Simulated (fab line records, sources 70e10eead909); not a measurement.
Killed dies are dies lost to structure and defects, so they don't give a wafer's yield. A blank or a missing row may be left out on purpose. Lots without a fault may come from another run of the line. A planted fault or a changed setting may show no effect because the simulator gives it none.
Chamber matching | flow nand_harc | NHARC_P_CONTACT_CMP_24 on cmp-01: 4 sister chambers
The step polishes, t overpolish 30 s, target thk 200 nm. 4 wafers are shown with their chamber, then 9 later ones without.

WAFERS WITH THEIR CHAMBER
wafer  | chamber | motor_current_A (A)
L083.6 | 0       | 11.0
L087.4 | 3       | 12.8
L087.5 | 1       | 15.5
L087.6 | 2       | 12.4

WAFERS WITHOUT THEIR CHAMBER
wafer  | motor_current_A (A)
L094.4 | 12.1
L094.5 | 10.9
L094.6 | 11.8
L095.1 | 11.3
L095.5 | 12.4
L095.6 | 15.4
L096.1 | 12.5
L096.2 | 10.9
L096.4 | 12.6

WHICH CHAMBER EACH WENT THROUGH
wafer  | from the rows above          | in truth
L094.4 | can't be placed: 2 or 3      | 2
L094.5 | 0                            | 0
L094.6 | can't be placed: 2 or 0 or 3 | 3
L095.1 | 0                            | 0
L095.5 | can't be placed: 2 or 3      | 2
L095.6 | 1                            | 1
L096.1 | can't be placed: 2 or 3      | 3
L096.2 | 0                            | 0
L096.4 | can't be placed: 2 or 3      | 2
Placed correctly: 4 of 9. Can't be placed from these rows: 5 (the true chamber is among the candidates in 5). Placed wrongly: 0.
How it was worked out, from the rows above alone: a wafer's distance from a chamber is the root of the sum, over the readings, of the square of ((its reading less the chamber's mean) divided by the reading's scatter). The wafer belongs to the nearest chamber; if the next one is less than 2 further off, it can't be placed. A chamber's mean is the mean of its shown wafers. The scatter: with one shown wafer a chamber, the root of the mean of the squares of how far each hidden wafer lies from its nearest shown one.
